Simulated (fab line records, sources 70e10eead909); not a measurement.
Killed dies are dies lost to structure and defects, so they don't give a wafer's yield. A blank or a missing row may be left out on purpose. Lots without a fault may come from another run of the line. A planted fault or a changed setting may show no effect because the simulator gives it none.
fab line records | flow nand_harc
record lots=7 wafers=20 last_day=25
route steps=1159 shown A_ONON_D1@424 END@1159
lots that met no fault: from a run of the same line without faults
start_h: hours from the record's first day to the start of the lot's first wafer shown | wait_h: hours since the lot's step before | " the same as in the row above | L1.1+2: a row that stands for several wafers | - no value, or no start given | * or withheld: withheld | < > ~ a bound
route shown NAME@n: a module of which the file shows steps, and the number in the route of the first | usual: mean/standard deviation of fault-free wafers | same: alike in all rows | chamber/n: place in a boat | sites: the reading at each site | _std_site: their standard deviation | _edge_site: outer sites' mean less inner sites' | radius_mm: how far each site lies from the wafer's centre | mask NAME#n: copy n | behind: the tool/chamber that last shaped the wafer | hold: why the lot was held/for how many hours/how that ended | device: the transistor (n, p or np) that didn't switch | end of line: the same wafers' tests at the end of the route | a step without rows: its recipe alone | killed: dies lost to structure and defects at the first sort, not the wafer's yield | map: a wafer's dies, x killed, . not, _ none there
set.NAME: the setting as run; set.NAME@STEP: as run at that earlier step | model.NAME: the simulator's own value behind a step, which no gauge read
lots at some steps of the route; a table a step, a row a wafer
services: from which hour (start_h, from the record's first day; less than 0 if before it) a tool's chamber was out of use, for how many hours, and why
## steps
# step NHARC_A_ONON_D1_DEP_00
# recipe target_thk_a=10000 n2_flow_sccm=2750 n2o_flow_sccm=2000 nh3_flow_sccm=500 sih4_flow_sccm=210 temp_c=400
# step NHARC_A_ONON_D1_THK_MEAS_02
# recipe thk_meas_gauge=ellipsometry
# usual thk_nm=1000/9.7
# columns lot.wafer tool chamber start_h wait_h thk_nm
L972.1 film_metro-02 - 172.91 - 1005
L972.4 " - " " 1006
L972.5 " - " " 1006
L978.3 film_metro-01 - 215.68 - 991
L978.4 " - " " 993
L978.5 " - " " 991
L980.1 film_metro-02 - 234.31 - 996
L980.4 " - " " 997
L980.5 " - " " 997
L981.1 film_metro-02 - 234.33 - 998
L981.4 " - " " 999
L981.6 " - " " 997
L984.2 film_metro-01 - 252.89 - 996
L984.5 " - " " 999
L984.6 " - " " 995
L986.1 film_metro-02 - 258.89 - 992
L986.3 " - " " 991
L991.3 film_metro-02 - 297.26 - 1014
L991.5 " - " " 1015
L991.6 " - " " 1012
# step NHARC_A_ONON_D1_DEP_03
# recipe target_thk_a=10000 n2_flow_sccm=2750 n2o_flow_sccm=2000 nh3_flow_sccm=500 sih4_flow_sccm=210 temp_c=400
# step NHARC_A_ONON_D1_THK_MEAS_05
# recipe thk_meas_gauge=ellipsometry
# usual thk_nm=1003/9.8
# columns lot.wafer tool chamber start_h wait_h thk_nm
L972.1 film_metro-02 - 173.48 - 999
L972.4 " - " " 999
L972.5 " - " " 998
L978.3 film_metro-02 - 216.25 - 997
L978.4 " - " " 999
L978.5 " - " " 999
L980.1 film_metro-01 - 234.88 - 1000
L980.4 " - " " 1000
L980.5 " - " " 1000
L981.1 film_metro-01 - 234.90 - 999
L981.4 " - " " 998
L981.6 " - " " 998
L984.2 film_metro-01 - 253.45 - 998
L984.5 " - " " 1000
L984.6 " - " " 999
L986.1 film_metro-01 - 259.45 - 1009
L986.3 " - " " 1006
L991.3 film_metro-01 - 297.83 - 995
L991.5 " - " " 995
L991.6 " - " " 996
# step NHARC_A_ONON_D1_DEP_06
# recipe target_thk_a=10000 n2_flow_sccm=2750 n2o_flow_sccm=2000 nh3_flow_sccm=500 sih4_flow_sccm=210 temp_c=400
# step NHARC_A_ONON_D1_THK_MEAS_08
# recipe thk_meas_gauge=ellipsometry
# usual thk_nm=998/9.4
# columns lot.wafer tool chamber start_h wait_h thk_nm
L972.1 film_metro-01 - 174.05 - 990
L972.4 " - " " 992
L972.5 " - " " 988
L978.3 film_metro-01 - 216.81 - 1011
L978.4 " - " " 1011
L978.5 " - " " 1012
L980.1 film_metro-01 - 235.44 - 1000
L980.4 " - " " 1000
L980.5 " - " " 1000
L981.1 film_metro-01 - 235.47 - 994
L981.4 " - " " 994
L981.6 " - " " 995
L984.2 film_metro-02 - 254.04 - 993
L984.5 " - " " 995
L984.6 " - " " 994
L986.1 film_metro-02 - 260.02 - 997
L986.3 " - " " 999
L991.3 film_metro-01 - 298.39 - 1004
L991.5 " - " " 1006
L991.6 " - " " 1005
# step NHARC_A_ONON_D1_DEP_09
# recipe target_thk_a=10000 n2_flow_sccm=2750 n2o_flow_sccm=2000 nh3_flow_sccm=500 sih4_flow_sccm=210 temp_c=400
# step NHARC_A_ONON_D1_THK_MEAS_11
# recipe thk_meas_gauge=ellipsometry
# usual thk_nm=999/11
# columns lot.wafer tool chamber start_h wait_h thk_nm
L972.1 film_metro-01 - 174.62 - 990
L972.4 " - " " 990
L972.5 " - " " 990
L978.3 film_metro-01 - 217.38 - 1020
L978.4 " - " " 1021
L978.5 " - " " 1019
L980.1 film_metro-01 - 236.02 - 1006
L980.4 " - " " 1007
L980.5 " - " " 1008
L981.1 film_metro-01 - 236.04 - 990
L981.4 " - " " 989
L981.6 " - " " 990
L984.2 film_metro-02 - 254.61 - 992
L984.5 " - " " 993
L984.6 " - " " 992
L986.1 film_metro-02 - 260.59 - 1000
L986.3 " - " " 998
L991.3 film_metro-01 - 298.96 - 998
L991.5 " - " " 996
L991.6 " - " " 997
# step NHARC_A_ONON_D1_DEP_12
# recipe target_thk_a=10000 n2_flow_sccm=2750 n2o_flow_sccm=2000 nh3_flow_sccm=500 sih4_flow_sccm=210 temp_c=400
# step NHARC_A_ONON_D1_THK_MEAS_14
# recipe thk_meas_gauge=ellipsometry
# usual thk_nm=998/11
# columns lot.wafer tool chamber start_h wait_h thk_nm
L972.1 film_metro-02 - 175.19 - 994
L972.4 " - " " 994
L972.5 " - " " 992
L978.3 film_metro-01 - 217.95 - 989
L978.4 " - " " 989
L978.5 " - " " 988
L980.1 film_metro-02 - 236.58 - 974
L980.4 " - " " 975
L980.5 " - " " 977
L981.1 film_metro-02 - 236.61 - 996
L981.4 " - " " 997
L981.6 " - " " 997
L984.2 film_metro-01 - 255.18 - 997
L984.5 " - " " 997
L984.6 " - " " 995
L986.1 film_metro-02 - 261.16 - 1005
L986.3 " - " " 1007
L991.3 film_metro-01 - 299.52 - 1003
L991.5 " - " " 1004
L991.6 " - " " 1004
# step NHARC_A_ONON_D1_ANNEAL_15
# recipe temp_c=750 time_s=3600
# step NHARC_A_ONON_D1_DEP_16
# recipe target_thk_a=10000 n2_flow_sccm=2750 n2o_flow_sccm=2000 nh3_flow_sccm=500 sih4_flow_sccm=210 temp_c=400
# usual nh3_flow_sccm=500.3/1.4
# columns lot.wafer tool chamber start_h wait_h nh3_flow_sccm
L972.1 pecvd_onon-03 0 184.93 0.1 498.4
L972.4 " 0 " " 501.2
L972.5 " 0 " " 500.6
L978.3 pecvd_onon-02 0 224.70 0.2 502.6
L978.4 " 0 " " 500.5
L978.5 " 0 " " 501.8
L981.1 pecvd_onon-02 0 243.18 0.1 499.4
L981.4 " 0 " " 499.0
L981.6 " 0 " " 502.5
L980.1 pecvd_onon-02 0 243.53 0.4 500.8
L980.4 " 0 " " 500.3
L980.5 " 0 " " 501.8
L984.2 pecvd_onon-03 0 264.20 0.1 499.2
L984.5 " 0 " " 499.1
L984.6 " 0 " " 499.1
L986.1 pecvd_onon-02 0 267.77 0.1 500.8
L986.3 " 0 " " 500.7
L991.3 pecvd_onon-03 0 308.69 0.2 500.3
L991.5 " 0 " " 500.7
L991.6 " 0 " " 499.9
# step NHARC_A_ONON_D1_THK_MEAS_18
# recipe thk_meas_gauge=ellipsometry
# usual thk_nm=1004/7.5
# columns lot.wafer tool chamber start_h wait_h thk_nm
L972.1 film_metro-01 - 185.44 - 1020
L972.4 " - " " 1023
L972.5 " - " " 1022
L978.3 film_metro-01 - 225.10 - 1004
L978.4 " - " " 1003
L978.5 " - " " 1003
L981.1 film_metro-01 - 243.69 - 1010
L981.4 " - " " 1956
L981.6 " - " " 1007
L980.1 film_metro-02 - 244.04 - 997
L980.4 " - " " 1946
L980.5 " - " " 998
L984.2 film_metro-01 - 264.65 - 1005
L984.5 " - " " 1007
L984.6 " - " " 1005
L986.1 film_metro-01 - 268.30 - 1008
L986.3 " - " " 1955
L991.3 film_metro-02 - 309.08 - 1012
L991.5 " - " " 1011
L991.6 " - " " 1012
# step NHARC_A_ONON_D1_DEP_19
# recipe target_thk_a=10000 n2_flow_sccm=2750 n2o_flow_sccm=2000 nh3_flow_sccm=500 sih4_flow_sccm=210 temp_c=400
# step NHARC_END_SORT_01
# recipe temp_c=25
# usual killed_at_array=26/9.7 killed_at_other=1.0/1.2 killed_at_periphery=3.9/2.6 killed_dies=31/9.7 killed_open=3.2/1.8 killed_short=2.0/1.3
# same gross_dies=677
# columns lot.wafer tool chamber start_h wait_h killed_at_array killed_at_other killed_at_periphery killed_dies killed_open killed_short
L981.4 prober-01 0 506.53 3.4 666 1 10 677 5 4
L980.4 prober-02 0 510.00 3.4 670 1 6 677 3 3
L986.3 prober-02 0 543.85 3.1 670 2 5 677 5 2
# killed by level:class
L981.4 A_ONON_D1:area_dep=634 A_SLIT:chamber_film_flake=20 P_CONTACT:chamber_film_flake=4 A_CHANNEL_HOLE_D1:chamber_film_flake=3 P_CONTACT:geometric_particle:open=2 A_CHANNEL_FILL_D1:geometric_particle:short=2 A_CONTACT:chamber_film_flake=2 P_GATE:geometric_particle:open=1
L980.4 A_ONON_D1:area_dep=656 A_CHANNEL_HOLE_D1:chamber_film_flake=4 A_CONTACT:chamber_film_flake=4 P_CONTACT:chamber_film_flake=2 P_M1:chamber_film_flake=2 P_STI:geometric_particle:open=1 A_ONON_D1:geometric_particle:open=1 A_CHANNEL_HOLE_D1:geometric_particle:open=1
L986.3 A_ONON_D1:area_dep=655 A_CHANNEL_HOLE_D1:chamber_film_flake=5 P_M2:chamber_film_flake=4 A_CHANNEL_HOLE_D1:geometric_particle:open=3 A_SLIT:chamber_film_flake=2 A_ONON_D1:geometric_particle:short=1 A_SGD_CUT:geometric_particle:short=1 A_M0:geometric_particle:open=1
# map L980.4 (x killed, . not)
____________x____________
_________xxxxxxx_________
_______xxxxxxxxxxx_______
______xxxxxxxxxxxxx______
_____xxxxxxxxxxxxxxx_____
____xxxxxxxxxxxxxxxxx____
____xxxxxxxxxxxxxxxxx____
___xxxxxxxxxxxxxxxxxxx___
___xxxxxxxxxxxxxxxxxxx___
__xxxxxxxxxxxxxxxxxxxxx__
__xxxxxxxxxxxxxxxxxxxxx__
_xxxxxxxxxxxxxxxxxxxxxxx_
_xxxxxxxxxxxxxxxxxxxxxxx_
_xxxxxxxxxxxxxxxxxxxxxxx_
_xxxxxxxxxxxxxxxxxxxxxxx_
_xxxxxxxxxxxxxxxxxxxxxxx_
xxxxxxxxxxxxxxxxxxxxxxxxx
xxxxxxxxxxxxxxxxxxxxxxxxx
xxxxxxxxxxxxxxxxxxxxxxxxx
xxxxxxxxxxxxxxxxxxxxxxxxx
xxxxxxxxxxxxxxxxxxxxxxxxx
_xxxxxxxxxxxxxxxxxxxxxxx_
_xxxxxxxxxxxxxxxxxxxxxxx_
_xxxxxxxxxxxxxxxxxxxxxxx_
_xxxxxxxxxxxxxxxxxxxxxxx_
_xxxxxxxxxxxxxxxxxxxxxxx_
__xxxxxxxxxxxxxxxxxxxxx__
__xxxxxxxxxxxxxxxxxxxxx__
___xxxxxxxxxxxxxxxxxxx___
___xxxxxxxxxxxxxxxxxxx___
____xxxxxxxxxxxxxxxxx____
____xxxxxxxxxxxxxxxxx____
_____xxxxxxxxxxxxxxx_____
______xxxxxxxxxxxxx______
_______xxxxxxxxxxx_______
_________xxxxxxx_________
____________x____________
# map L981.4 (x killed, . not)
____________x____________
_________xxxxxxx_________
_______xxxxxxxxxxx_______
______xxxxxxxxxxxxx______
_____xxxxxxxxxxxxxxx_____
____xxxxxxxxxxxxxxxxx____
____xxxxxxxxxxxxxxxxx____
___xxxxxxxxxxxxxxxxxxx___
___xxxxxxxxxxxxxxxxxxx___
__xxxxxxxxxxxxxxxxxxxxx__
__xxxxxxxxxxxxxxxxxxxxx__
_xxxxxxxxxxxxxxxxxxxxxxx_
_xxxxxxxxxxxxxxxxxxxxxxx_
_xxxxxxxxxxxxxxxxxxxxxxx_
_xxxxxxxxxxxxxxxxxxxxxxx_
_xxxxxxxxxxxxxxxxxxxxxxx_
xxxxxxxxxxxxxxxxxxxxxxxxx
xxxxxxxxxxxxxxxxxxxxxxxxx
xxxxxxxxxxxxxxxxxxxxxxxxx
xxxxxxxxxxxxxxxxxxxxxxxxx
xxxxxxxxxxxxxxxxxxxxxxxxx
_xxxxxxxxxxxxxxxxxxxxxxx_
_xxxxxxxxxxxxxxxxxxxxxxx_
_xxxxxxxxxxxxxxxxxxxxxxx_
_xxxxxxxxxxxxxxxxxxxxxxx_
_xxxxxxxxxxxxxxxxxxxxxxx_
__xxxxxxxxxxxxxxxxxxxxx__
__xxxxxxxxxxxxxxxxxxxxx__
___xxxxxxxxxxxxxxxxxxx___
___xxxxxxxxxxxxxxxxxxx___
____xxxxxxxxxxxxxxxxx____
____xxxxxxxxxxxxxxxxx____
_____xxxxxxxxxxxxxxx_____
______xxxxxxxxxxxxx______
_______xxxxxxxxxxx_______
_________xxxxxxx_________
____________x____________
## services
# columns tool chamber start_h hours kind
pecvd_onon-02 - 292.00 13.0 pm
## key
first_sign step=NHARC_A_ONON_D1_THK_MEAS_18 reading=thk_nm direction=up sigmas=99+ usual=1004 struck=1952
effect step=NHARC_END_SORT_01 reading=killed_dies direction=up sigmas=67 usual=31 struck=677
more_kills_born_at NHARC_A_ONON_D1_DEP_16@pecvd_onon-02=1945
met_at NHARC_A_ONON_D1_DEP_16
struck_wafers L980.4,L981.4,L986.3
later_rows_left_out L980.4,L981.4,L986.3
tester_left_out L980,L981,L986
fault kind=process_parameter_drift tool=pecvd_onon-02 chamber=- onset_h=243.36 steps=NHARC_A_ONON_D1_DEP_16 channel=target_thk_a offset=* shape=step end_h=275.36 scope=struck_wafers_only acts_in=* stated=*
# tester_left_out: of these lots the tester's yield and bins aren't shown, on N5 and GAA mostly nor the transistor test; their killed dies are dies lost to structure and defects alone, not to doping, threshold or leakage, so they don't give the yield
# later_rows_left_out: the simulator's readings of these wafers behind a module that went badly wrong aren't trusted and aren't shown, but for the sort
